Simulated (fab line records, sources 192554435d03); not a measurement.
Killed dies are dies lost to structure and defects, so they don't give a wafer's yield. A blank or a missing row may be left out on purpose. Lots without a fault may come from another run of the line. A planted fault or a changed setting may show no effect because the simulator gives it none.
Which tool did it? | flow n5_finfet | 10 lots, 30 wafers sampled, at 1 step of a route of 1938

WHAT THE GAUGES READ, wafer by wafer
N5_BEOL_M0_SAQP_INSPECT_16: inspects for defects (brightfield).
lot  | measured     | on                | raw_defect_count
L075 | day 5 16:49  | defect_inspect-02 | 336 367 419
L078 | day 6 16:16  | defect_inspect-02 | 556 465 584
L080 | day 7 03:02  | defect_inspect-02 | 550 422 320
L082 | day 7 16:23  | defect_inspect-01 | 307 499 291
L085 | day 8 09:39  | defect_inspect-02 | 479 541 570
L087 | day 8 18:12  | defect_inspect-01 | 436 799 731
L089 | day 9 08:50  | defect_inspect-02 | 494 536 483
L091 | day 9 21:01  | defect_inspect-01 | 631 599 615
L093 | day 10 07:59 | defect_inspect-01 | 424 584 395
L095 | day 10 17:39 | defect_inspect-02 | 459 497 636

WHICH TOOL RAN EACH LOT (tool, then ch and the chambers of the sampled wafers, then the start)
The record holds no process step before these readings.

THE ANSWER, worked out from the rows above alone
Rule: what is usual is taken from the lots themselves. Put in order of their means at a reading, lots are off if they are a third of the lots or fewer, leave a main group of 4 or more, and stand apart from it by a gap of 3 or more times the standard deviation of the main group's means; of several such gaps the widest counts. A main group whose means are all the same, to the digits that the tables above print for the reading, isn't used. A lot without any number at a reading at which 4 lots or more have one is off too. The other lots that the step has rows for count as sound.
No lot is off at any reading shown: from this, nothing can be told.

WHAT THE SIMULATOR HAD PUT IN
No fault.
